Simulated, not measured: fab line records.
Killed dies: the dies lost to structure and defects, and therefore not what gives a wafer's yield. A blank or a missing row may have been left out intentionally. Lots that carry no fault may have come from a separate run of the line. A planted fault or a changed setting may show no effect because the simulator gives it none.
What tool caused it? | flow n5_finfet | 7 lots, 21 wafers sampled, at 6 steps of a route of 1938

## WHAT EACH GAUGE READ, for each wafer
N5_BEOL_M13_CD_MEAS_17: target cd 190 nm.
lot  | measured     | on        | cd_nm (nm)
L139 | day 11 12:08 | cd_sem-03 | 191.1 190.6 190.5
L145 | day 12 02:34 | cd_sem-01 | 189.6 193.7 193.5
L146 | day 12 19:53 | cd_sem-01 | 188.6 189.2 186.0
L149 | day 14 05:07 | cd_sem-02 | 189.4 189.2 191.3
L151 | day 14 19:35 | cd_sem-03 | 188.1 187.3 192.3
L154 | day 15 05:27 | cd_sem-03 | - - -
L155 | day 15 05:47 | cd_sem-03 | - - -

## EACH LOT AND THE TOOL THAT RAN IT (in order: tool; ch and the chambers of the sampled wafers; start)
lot  | N5_BEOL_M12_SPUTTER_44       | N5_BEOL_M12_DEP_53              | N5_BEOL_M13_DESCUM_15              | N5_BEOL_M13_VIA_ETCH_16            | N5_BEOL_M13_STRIP_63
L139 | pvd_sputter-02, day 11 09:39 | pecvd-03 ch 0,2, day 11 10:56   | rie_diel-03 ch 1,2, day 11 11:37   | rie_diel-03 ch 1,2, day 11 11:42   | plasma_asher-02 ch 0,1, day 11 11:56
L145 | pvd_sputter-03, day 12 00:03 | pecvd-01 ch 0,1,2, day 12 01:03 | rie_diel-03 ch 0,2, day 12 02:02   | rie_diel-03 ch 0,2, day 12 02:08   | plasma_asher-02 ch 0,1, day 12 02:22
L146 | pvd_sputter-03, day 12 17:34 | pecvd-03 ch 0,2, day 12 18:33   | rie_diel-05 ch 1,2,3, day 12 19:21 | rie_diel-05 ch 1,2,3, day 12 19:26 | plasma_asher-01 ch 0,1, day 12 19:41
L149 | pvd_sputter-02, day 14 02:23 | pecvd-04 ch 1,2, day 14 03:28   | rie_diel-01 ch 1,2,3, day 14 04:32 | rie_diel-01 ch 1,2,3, day 14 04:37 | plasma_asher-02 ch 1, day 14 04:55
L151 | pvd_sputter-03, day 14 16:43 | pecvd-01 ch 0,2, day 14 17:44   | rie_diel-01 ch 0,3, day 14 18:52   | rie_diel-01 ch 0,3, day 14 18:57   | plasma_asher-01 ch 0,1, day 14 19:22
L154 | pvd_sputter-03, day 15 02:43 | pecvd-01 ch 0,2, day 15 03:52   | rie_diel-01 ch 1,2,3, day 15 04:55 | rie_diel-01 ch 1,2,3, day 15 05:00 | plasma_asher-02 ch 0,1, day 15 05:16
L155 | pvd_sputter-03, day 15 03:02 | pecvd-04 ch 0,1, day 15 04:09   | rie_diel-03 ch 0,1,3, day 15 05:14 | rie_diel-03 ch 0,1,3, day 15 05:20 | plasma_asher-02 ch 0,1, day 15 05:34
- N5_BEOL_M12_SPUTTER_44: material Ta, target thk 10 nm, time 16.13 s.
- N5_BEOL_M12_DEP_53: deposits SiCN from 3MS/NH3, target thk 30 nm, time 10.5 s.
- N5_BEOL_M13_DESCUM_15: chemistry O2, time 7.9 s.
- N5_BEOL_M13_VIA_ETCH_16: etches SiOC in C4F8/O2/Ar, target depth 921.7 nm.
- N5_BEOL_M13_STRIP_63: strips in N2/H2.

## THE ANSWER, worked out from the rows above alone
Rule: the lots themselves supply what counts as usual. Put in order of their means at a reading, lots are off if they are a third of the lots or fewer, leave a main group of 4 or more, and stand apart from it by a gap of 3 or more times the standard deviation of the main group's means; of several such gaps the widest counts. A main group is skipped when, at the precision printed for the reading in the tables above, its means are all equal. A lot without any number at a reading at which 4 lots or more have one is off too. All remaining lots with rows at the step are treated as sound.
Off at N5_BEOL_M13_CD_MEAS_17 (cd_nm): L154, L155. Without a number there: L154, L155. Mean 190.0 nm and standard deviation 1.5 in the main group.
A tool fits if, at a process step before that reading, it ran every lot that is off, and no sound lot after the first of them. Those tools and the gauges at N5_BEOL_M13_CD_MEAS_17 are tried in the same way. Can't be told from this: 3 tools fit, pvd_sputter-03 at N5_BEOL_M12_SPUTTER_44, plasma_asher-02 at N5_BEOL_M13_STRIP_63, cd_sem-03 at N5_BEOL_M13_CD_MEAS_17.

## WHAT HAD BEEN PUT IN BY THE SIMULATOR
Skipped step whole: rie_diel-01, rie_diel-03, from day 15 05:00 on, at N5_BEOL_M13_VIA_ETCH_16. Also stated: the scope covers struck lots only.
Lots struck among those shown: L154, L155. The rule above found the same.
